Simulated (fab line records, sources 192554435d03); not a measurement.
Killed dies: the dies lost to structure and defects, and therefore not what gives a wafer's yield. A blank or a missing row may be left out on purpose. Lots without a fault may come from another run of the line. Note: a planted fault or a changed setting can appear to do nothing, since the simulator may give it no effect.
Which of the tools did it? | flow n5-finfet | 12 lots, 36 wafers sampled, at 2 steps of a route of 1938

WHAT EACH GAUGE READ, for each wafer
N5_BEOL_M11_CD_MEAS_18: pitch 140 nm, target cd 70 nm.
lot  | measured     | on        | cd-nm (nm)
L074 | day 12 09:44 | cd-sem-03 | 69.5 69.9 69.3
L077 | day 12 15:45 | cd-sem-02 | 69.8 69.7 68.2
L079 | day 13 10:37 | cd-sem-03 | 69.3 69.2 68.5
L080 | day 13 13:16 | cd-sem-03 | 69.0 70.4 68.1
L082 | day 13 23:28 | cd-sem-01 | 70.8 70.7 70.1
L084 | day 14 18:50 | cd-sem-02 | 70.1 69.9 69.0
L089 | day 15 04:27 | cd-sem-01 | 71.2 69.8 69.1
L088 | day 15 16:03 | cd-sem-03 | 69.9 69.7 69.7
L092 | day 16 18:50 | cd-sem-01 | 69.6 69.4 68.4
L094 | day 17 02:16 | cd-sem-01 | 70.0 68.8 69.7
L096 | day 17 03:33 | cd-sem-03 | 70.3 68.2 68.3
L097 | day 17 18:20 | cd-sem-02 | 69.6 69.2 69.0

WHICH TOOL RAN EACH LOT (tool, then ch and the chambers of the sampled wafers, then the start)
lot  | N5_BEOL_M11_STRIP_19
L074 | rie-diel-04 ch 1,2,3, day 12 09:40
L077 | rie-diel-06 ch 0,3, day 12 15:41
L079 | rie-diel-04 ch 0,1, day 13 10:32
L080 | rie-diel-06 ch 1,2,3, day 13 13:11
L082 | rie-diel-04 ch 0,1, day 13 23:24
L084 | rie-diel-02 ch 0,3, day 14 18:46
L089 | rie-diel-06 ch 0,1,3, day 15 04:23
L088 | rie-diel-06 ch 0,1,2, day 15 15:59
L092 | rie-diel-02 ch 0,3, day 16 18:46
L094 | rie-diel-04 ch 0,1,2, day 17 02:12
L096 | rie-diel-02 ch 0,1,3, day 17 03:29
L097 | rie-diel-04 ch 0,1,3, day 17 18:16
- N5_BEOL_M11_STRIP_19: strips in O2.

THE ANSWER, worked out from the rows above alone
Rule: the lots themselves supply what counts as usual. Put in order of their means at a reading, lots are off if they are a third of the lots or fewer, leave a main group of 4 or more, and stand apart from it by a gap of 3 or more times the standard deviation of the main group's means; of several such gaps the widest counts. The tables above print the reading to a certain number of digits; a main group whose means all agree to those digits is not used. A lot without any number at a reading at which 4 lots or more have one is off too. The other lots that the step has rows for count as sound.
No lot is off at any reading shown: from this, nothing can be told.

WHAT WAS PUT IN BY THE SIMULATOR
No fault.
